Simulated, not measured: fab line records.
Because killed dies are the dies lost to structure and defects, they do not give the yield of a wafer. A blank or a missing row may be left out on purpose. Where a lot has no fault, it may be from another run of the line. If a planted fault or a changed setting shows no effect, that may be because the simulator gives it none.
Split-lot trial	flow n5_finfet	7 lots, 39 wafers read, on a route of 1938 steps

== THE SPLIT ==
At N5_FIN_SAQP_HM_DEP_72 (deposits SiO2 from SiH4/N2O, target thk 12 nm, time 7.2 s), the setting target_thk_a was moved away from the recipe's 120 angstrom on 12 of the 39 wafers read, by -14.1% to +4.4%. This setting was run at the recipe's value on the other wafers.

== FROM THE SPLIT TO THE READING: what the file shows between them, 4 steps ==
- N5_FIN_SAQP_COAT_49: time 60 s, resist thk 100 nm
- N5_FIN_SAQP_COAT_50: time 60 s, resist thk 35 nm
- N5_FIN_SAQP_ETCH_52: etches SOC in N2/H2, target depth 100 nm, overetch 20 nm, time 150 s
- N5_FIN_SAQP_STRIP_53: strips in N2/H2

== THE READING ==
etch.depth_nm (the simulator's own value, which no gauge read), in nm, at N5_FIN_SAQP_HM_OPEN_73 (chemistry CHF3/O2, target SiO2, stops on a-Si, target depth 12 nm, time 16.8 s). The file does not state a usual value for it. Average 11.99 nm, standard deviation 0.17 nm, over the 27 wafers here run with the recipe.

wafer	tool, chamber at the split	target_thk_a as run, angstrom	against the recipe	etch.depth_nm, nm	against lot-mates on the recipe
L076.1	pecvd-04, 1	120	recipe	11.85	-
L076.2	pecvd-04, 0	109.7	-8.6%	10.84	-1.22
L076.3	pecvd-04, 2	109.7	-8.6%	10.82	-1.24
L076.4	pecvd-04, 2	120	recipe	12.15	-
L076.5	pecvd-04, 1	109.7	-8.6%	11.16	-0.90
L076.6	pecvd-04, 0	120	recipe	12.19	-
L081.1	pecvd-02, 0	120	recipe	11.59	-
L081.2	pecvd-02, 2	108.5	-9.6%	10.58	-1.19
L081.3	pecvd-02, 1	120	recipe	11.85	-
L081.4	pecvd-02, 0	120	recipe	11.87	-
L081.5	pecvd-02, 1	108.5	-9.6%	10.7	-1.07
L081.6	pecvd-02, 2	108.5	-9.6%	10.84	-0.93
L082.1	pecvd-04, 2	120	recipe	12.08	-
L082.2	pecvd-04, 1	120	recipe	12.13	-
L082.3	pecvd-04, 0	120	recipe	12.16	-
L082.4	pecvd-04, 0	120	recipe	12.3	-
L082.5	pecvd-04, 1	120	recipe	12.34	-
L082.6	pecvd-04, 2	120	recipe	12.18	-
L090.3	pecvd-02, 2	120	recipe	11.82	-
L090.4	pecvd-02, 0	120	recipe	11.94	-
L090.6	pecvd-02, 1	120	recipe	11.99	-
L091.1	pecvd-02, 1	103.1	-14.1%	10.36	-1.50
L091.2	pecvd-02, 0	120	recipe	11.84	-
L091.3	pecvd-02, 2	120	recipe	11.83	-
L091.4	pecvd-02, 2	103.1	-14.1%	10.43	-1.43
L091.5	pecvd-02, 0	120	recipe	11.92	-
L091.6	pecvd-02, 1	103.1	-14.1%	10.21	-1.65
L096.1	pecvd-03, 1,0	125.3	+4.4%	12.47	+0.47
L096.5	pecvd-03, 1,0	125.3	+4.4%	12.47	+0.47
L096.2	pecvd-03, 0,2	120	recipe	11.91	-
L096.3	pecvd-03, 0,2	120	recipe	11.91	-
L096.4	pecvd-03, 2	125.3	+4.4%	12.67	+0.67
L096.6	pecvd-03, 1	120	recipe	12.19	-
L097.1	pecvd-04, 0	120	recipe	11.77	-
L097.2	pecvd-04, 1	120	recipe	11.82	-
L097.3	pecvd-04, 2	120	recipe	12.05	-
L097.4	pecvd-04, 2	120	recipe	12.02	-
L097.5	pecvd-04, 0	120	recipe	11.95	-
L097.6	pecvd-04, 1	120	recipe	12.04	-
Where a row lists several chambers, the file gives one row for several wafers and doesn't say which wafer went through which chamber.

FIT RESULTS
A straight line over all 39 wafers: etch.depth_nm changes by +0.122 nm for each +1% of target_thk_a; r = +0.97; the points scatter about the line by 0.17 nm.
The same after taking each lot's own level away (the mean of its wafers on the recipe; 39 wafers): +0.114 nm for each +1%; r = +0.98; scatter 0.12 nm.
On that fit, the largest move of target_thk_a shifts the reading by 1.6 nm.
Across the lots, their own levels run from 11.770 to 12.198 nm, a range of 2.5 times the standard deviation given above.
The two slopes are in agreement: the lot-to-lot level therefore moves the slope only a little.
Check: -1.63 nm against its lot-mates is what the line predicts for one of the wafers moved furthest among these (-14.1%) when that wafer is left out of the fit. It came out at -1.5 nm against them.

== THE WHOLE CHAIN: every reading that the file lists as answering this split, in the file's order ==
step	what it does	reading	change (the file's fit)	r (the file's)
N5_FIN_SAQP_HM_DEP_72	deposits SiO2 from SiH4/N2O, target thk 12 nm, time 7.2 s	SiO2_of_FIN_SAQP_HM_DEP_72.thk_nm (the simulator's own value, which no gauge read)	+0.114 nm for each +1% of the setting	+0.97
N5_FIN_SAQP_HM_OPEN_73	chemistry CHF3/O2, target SiO2, stops on a-Si, target depth 12 nm, time 16.8 s	etch.depth_nm (the simulator's own value, which no gauge read)	+0.114 nm for each +1% of the setting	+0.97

== FILE'S OWN FIT ==
etch.depth_nm changes by +0.114 nm for each +1% of target_thk_a, r = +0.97.
